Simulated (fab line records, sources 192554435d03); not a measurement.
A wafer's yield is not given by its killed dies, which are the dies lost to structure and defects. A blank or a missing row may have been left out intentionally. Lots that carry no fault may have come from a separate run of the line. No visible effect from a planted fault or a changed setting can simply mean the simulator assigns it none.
Matching of chambers :: flow n5-finfet :: N5_BEOL_M5_ETCH_67 on rie-diel-02 has 4 sister chambers
The step etches SiARC in CF4, target depth 15.6 nm, time 26 s. 8 wafers are shown with their chamber, then 12 later ones without.

== WAFERS PAIRED WITH THEIR CHAMBERS ==
wafer: L085.2
chamber: 0
showerhead-plenum-p-Torr (Torr): 2.10
throttle-valve-pct (%): 15.33

wafer: L085.6
chamber: 1
showerhead-plenum-p-Torr (Torr): 2.20
throttle-valve-pct (%): 15.84

wafer: L087.1
chamber: 1
showerhead-plenum-p-Torr (Torr): 2.20
throttle-valve-pct (%): 15.86

wafer: L087.2
chamber: 3
showerhead-plenum-p-Torr (Torr): 2.28
throttle-valve-pct (%): 15.73

wafer: L087.3
chamber: 0
showerhead-plenum-p-Torr (Torr): 2.09
throttle-valve-pct (%): 15.34

wafer: L087.4
chamber: 2
showerhead-plenum-p-Torr (Torr): 2.13
throttle-valve-pct (%): 16.04

wafer: L087.5
chamber: 2
showerhead-plenum-p-Torr (Torr): 2.13
throttle-valve-pct (%): 16.03

wafer: L087.6
chamber: 3
showerhead-plenum-p-Torr (Torr): 2.28
throttle-valve-pct (%): 15.74

== WAFERS WITH NO CHAMBER GIVEN ==
wafer: L091.3
showerhead-plenum-p-Torr (Torr): 2.09
throttle-valve-pct (%): 15.35

wafer: L091.4
showerhead-plenum-p-Torr (Torr): 2.20
throttle-valve-pct (%): 15.86

wafer: L091.6
showerhead-plenum-p-Torr (Torr): 2.13
throttle-valve-pct (%): 16.04

wafer: L093.1
showerhead-plenum-p-Torr (Torr): 2.27
throttle-valve-pct (%): 15.76

wafer: L093.2
showerhead-plenum-p-Torr (Torr): 2.09
throttle-valve-pct (%): 15.36

wafer: L093.4
showerhead-plenum-p-Torr (Torr): 2.20
throttle-valve-pct (%): 15.86

wafer: L094.1
showerhead-plenum-p-Torr (Torr): 2.12
throttle-valve-pct (%): 16.09

wafer: L094.2
showerhead-plenum-p-Torr (Torr): 2.09
throttle-valve-pct (%): 15.38

wafer: L094.3
showerhead-plenum-p-Torr (Torr): 2.20
throttle-valve-pct (%): 15.89

wafer: L097.1
showerhead-plenum-p-Torr (Torr): 2.27
throttle-valve-pct (%): 15.78

wafer: L097.5
showerhead-plenum-p-Torr (Torr): 2.09
throttle-valve-pct (%): 15.40

wafer: L097.6
showerhead-plenum-p-Torr (Torr): 2.27
throttle-valve-pct (%): 15.76

== CHAMBER TAKEN BY EACH ==
wafer: L091.3
from the rows above: 0
in truth: 0

wafer: L091.4
from the rows above: 1
in truth: 1

wafer: L091.6
from the rows above: 2
in truth: 2

wafer: L093.1
from the rows above: 3
in truth: 3

wafer: L093.2
from the rows above: 0
in truth: 0

wafer: L093.4
from the rows above: 1
in truth: 1

wafer: L094.1
from the rows above: 2
in truth: 2

wafer: L094.2
from the rows above: 0
in truth: 0

wafer: L094.3
from the rows above: 1
in truth: 1

wafer: L097.1
from the rows above: 3
in truth: 3

wafer: L097.5
from the rows above: 0
in truth: 0

wafer: L097.6
from the rows above: 3
in truth: 3
Placed correctly: 12 of 12. Can't be placed from these rows: 0. Placed wrongly: 0.
How it was worked out, from the rows above alone: a wafer's distance from a chamber is the root of the sum, over the readings, of the square of ((its reading less the chamber's mean) divided by the reading's scatter). The wafer belongs to the nearest chamber; if the next one is less than 2 further off, it can't be placed. For every chamber, the mean is computed from those of its wafers that are shown. The scatter: the root of (the sum of the squares of (reading less its chamber's mean) over the shown wafers, divided by (wafers less chambers)).
